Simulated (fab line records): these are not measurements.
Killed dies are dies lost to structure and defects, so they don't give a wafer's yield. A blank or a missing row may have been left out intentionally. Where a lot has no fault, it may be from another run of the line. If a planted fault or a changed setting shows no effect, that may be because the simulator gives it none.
Matching of chambers    flow n5_finfet    N5_MOL_CONTACT_COAG_ETCH_15 on rie_diel-05 has 4 sister chambers
The step etches SiNx in CH3F/O2, stops on Si:P, target depth 7 nm. 4 wafers are shown with their chamber, then 7 later ones without.

## WAFERS WITH THEIR CHAMBER
wafer   chamber  drypump_motor_current_A (A)
L080.2  1        6.3
L087.5  3        5.4
L088.1  2        4.9
L088.3  0        5.5

## WAFERS MISSING THEIR CHAMBER
wafer   drypump_motor_current_A (A)
L088.5  5.5
L090.2  6.2
L090.5  5.5
L090.6  6.2
L094.1  5.5
L094.2  6.2
L094.3  5.4

## WHICH CHAMBER EACH WENT THROUGH
wafer   from the rows above      in truth
L088.5  can't be placed: 0 or 3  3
L090.2  1                        1
L090.5  can't be placed: 0 or 3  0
L090.6  1                        1
L094.1  can't be placed: 0 or 3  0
L094.2  1                        1
L094.3  can't be placed: 3 or 0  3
Correct placement for 3 of the 7. Unplaceable from these rows: 4, with the true chamber sitting among the candidates in 4. Number placed wrongly: 0.
How it was worked out, from the rows above alone: a wafer's distance from a chamber is the root of the sum, over the readings, of the square of ((its reading less the chamber's mean) divided by the reading's scatter). The wafer belongs to the nearest chamber; if the next one is less than 2 further off, it can't be placed. For every chamber, the mean is computed from those of its wafers that are shown. The scatter: with one shown wafer a chamber, the root of the mean of the squares of how far each hidden wafer lies from its nearest shown one.
